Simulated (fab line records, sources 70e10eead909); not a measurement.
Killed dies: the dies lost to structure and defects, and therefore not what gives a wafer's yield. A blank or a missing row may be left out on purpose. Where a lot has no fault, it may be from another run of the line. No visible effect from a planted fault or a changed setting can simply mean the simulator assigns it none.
Which tool did it? :: flow nandHarc :: 11 lots with 29 wafers sampled at 4 steps, on a route of 1159 steps

WHAT EACH GAUGE READ, for each wafer
NHARC_A_CHANNEL_HOLE_D1_INSPECT_40.
lot: L629
measured: day 9 00:40
on: defectInspect-01
rawDefectCount: 64 42 83

lot: L634
measured: day 9 20:59
on: defectInspect-01
rawDefectCount: 65 42 69

lot: L637
measured: day 10 15:17
on: defectInspect-01
rawDefectCount: 43 71 52

lot: L639
measured: day 10 19:27
on: defectInspect-01
rawDefectCount: 51 70 57

lot: L642
measured: day 11 22:50
on: defectInspect-01
rawDefectCount: 72 54 88

lot: L647
measured: day 13 03:52
on: defectInspect-02
rawDefectCount: 560 545

lot: L651
measured: day 13 14:19
on: defectInspect-01
rawDefectCount: 58 44 70

lot: L648
measured: day 13 16:00
on: defectInspect-01
rawDefectCount: 590 611 572 593 624 586

lot: L650
measured: day 13 18:30
on: defectInspect-01
rawDefectCount: 51 54 55

lot: L649
measured: day 13 20:11
on: defectInspect-01
rawDefectCount: 612 618

lot: L652
measured: day 14 08:53
on: defectInspect-02
rawDefectCount: 49 63 54

WHAT TOOL EACH LOT RAN ON (gives the tool, then ch and the chambers of the sampled wafers, and finally the start)
lot: L629
NHARC_A_CHANNEL_HOLE_D1_ETCH_34: rieDiel-06 ch 2,3, day 8 19:25 or earlier
NHARC_A_CHANNEL_HOLE_D1_ETCH_21: harEtch-01 ch 0,1, day 8 19:25
NHARC_A_CHANNEL_HOLE_D1_ETCH_23: harEtch-01 ch 0,1, day 8 20:25

lot: L634
NHARC_A_CHANNEL_HOLE_D1_ETCH_34: rieDiel-06 ch 0,2,3, day 9 15:51 or earlier
NHARC_A_CHANNEL_HOLE_D1_ETCH_21: harEtch-02 ch 0,1, day 9 15:51
NHARC_A_CHANNEL_HOLE_D1_ETCH_23: harEtch-02 ch 0,1, day 9 16:57

lot: L637
NHARC_A_CHANNEL_HOLE_D1_ETCH_34: rieDiel-02 ch 0,3, day 10 10:03 or earlier
NHARC_A_CHANNEL_HOLE_D1_ETCH_21: harEtch-01 ch 0,1, day 10 10:03
NHARC_A_CHANNEL_HOLE_D1_ETCH_23: harEtch-01 ch 0,1, day 10 11:07

lot: L639
NHARC_A_CHANNEL_HOLE_D1_ETCH_34: rieDiel-06 ch 1,3, day 10 14:14 or earlier
NHARC_A_CHANNEL_HOLE_D1_ETCH_21: harEtch-01 ch 0,1, day 10 14:14
NHARC_A_CHANNEL_HOLE_D1_ETCH_23: harEtch-01 ch 0,1, day 10 15:17

lot: L642
NHARC_A_CHANNEL_HOLE_D1_ETCH_34: rieDiel-02 ch 0,1,3, day 11 17:33 or earlier
NHARC_A_CHANNEL_HOLE_D1_ETCH_21: harEtch-01 ch 0,1, day 11 17:33
NHARC_A_CHANNEL_HOLE_D1_ETCH_23: harEtch-01 ch 0,1, day 11 18:33

lot: L647
NHARC_A_CHANNEL_HOLE_D1_ETCH_34: rieDiel-12 ch 0, day 12 22:44 or earlier
NHARC_A_CHANNEL_HOLE_D1_ETCH_21: harEtch-01 ch 0, day 12 22:44
NHARC_A_CHANNEL_HOLE_D1_ETCH_23: harEtch-01 ch 0, day 12 23:50

lot: L651
NHARC_A_CHANNEL_HOLE_D1_ETCH_34: rieDiel-02 ch 1,2, day 13 09:06 or earlier
NHARC_A_CHANNEL_HOLE_D1_ETCH_21: harEtch-02 ch 0,1, day 13 09:06
NHARC_A_CHANNEL_HOLE_D1_ETCH_23: harEtch-02 ch 0,1, day 13 10:09

lot: L648
NHARC_A_CHANNEL_HOLE_D1_ETCH_34: rieDiel-06 ch 0,1,3, day 13 10:34 or earlier
NHARC_A_CHANNEL_HOLE_D1_ETCH_21: harEtch-01 ch 0, day 13 10:34
NHARC_A_CHANNEL_HOLE_D1_ETCH_23: harEtch-01 ch 0, day 13 11:34

lot: L650
NHARC_A_CHANNEL_HOLE_D1_ETCH_34: rieDiel-02 ch 1,2, day 13 13:11 or earlier
NHARC_A_CHANNEL_HOLE_D1_ETCH_21: harEtch-02 ch 0,1, day 13 13:11
NHARC_A_CHANNEL_HOLE_D1_ETCH_23: harEtch-02 ch 0,1, day 13 14:13

lot: L649
NHARC_A_CHANNEL_HOLE_D1_ETCH_34: rieDiel-12 ch 2, day 13 14:53 or earlier
NHARC_A_CHANNEL_HOLE_D1_ETCH_21: harEtch-01 ch 0, day 13 14:53
NHARC_A_CHANNEL_HOLE_D1_ETCH_23: harEtch-01 ch 0, day 13 15:59

lot: L652
NHARC_A_CHANNEL_HOLE_D1_ETCH_34: rieDiel-12 ch 2,3, day 14 03:36 or earlier
NHARC_A_CHANNEL_HOLE_D1_ETCH_21: harEtch-02 ch 0,1, day 14 03:36
NHARC_A_CHANNEL_HOLE_D1_ETCH_23: harEtch-02 ch 0,1, day 14 04:37
- NHARC_A_CHANNEL_HOLE_D1_ETCH_34: etches the open film in CF4/CHF3, target depth 154 nm, time 77 s.
- NHARC_A_CHANNEL_HOLE_D1_ETCH_21: etches the open film in C4F8/O2/Ar, time 514.3 s, target depth 1600 nm.
- NHARC_A_CHANNEL_HOLE_D1_ETCH_23: etches the open film in C4F8/O2/Ar, time 819 s, target depth 1600 nm.

THE ANSWER, worked out from the rows above alone
Rule: the usual values come from the lots themselves. Put in order of their means at a reading, lots are off if they are a third of the lots or fewer, leave a main group of 4 or more, and stand apart from it by a gap of 3 or more times the standard deviation of the main group's means; of several such gaps the widest counts. The tables above print the reading to a certain number of digits; a main group whose means all agree to those digits is not used. A lot without any number at a reading at which 4 lots or more have one is off too. All remaining lots with rows at the step are treated as sound.
Off, at NHARC_A_CHANNEL_HOLE_D1_INSPECT_40 on rawDefectCount: L647, L648, L649. For the main group the mean is 59 and the standard deviation 5.4.
A tool fits if, at a process step before that reading, it ran every lot that is off, and no sound lot after the first of them. The gauges at NHARC_A_CHANNEL_HOLE_D1_INSPECT_40 are tried like those tools. NHARC_A_CHANNEL_HOLE_D1_ETCH_34 gives no start for some lots, so the hours and the order of its lots are those of NHARC_A_CHANNEL_HOLE_D1_ETCH_21. One candidate fits, namely harEtch-01 at NHARC_A_CHANNEL_HOLE_D1_ETCH_21 and NHARC_A_CHANNEL_HOLE_D1_ETCH_23. At NHARC_A_CHANNEL_HOLE_D1_ETCH_21 its last sound lot is L642 (day 11 17:33), its first lot that is off L647 (day 12 22:44): a fault that began between those two fits.

WHAT THE SIMULATOR HAD PUT IN
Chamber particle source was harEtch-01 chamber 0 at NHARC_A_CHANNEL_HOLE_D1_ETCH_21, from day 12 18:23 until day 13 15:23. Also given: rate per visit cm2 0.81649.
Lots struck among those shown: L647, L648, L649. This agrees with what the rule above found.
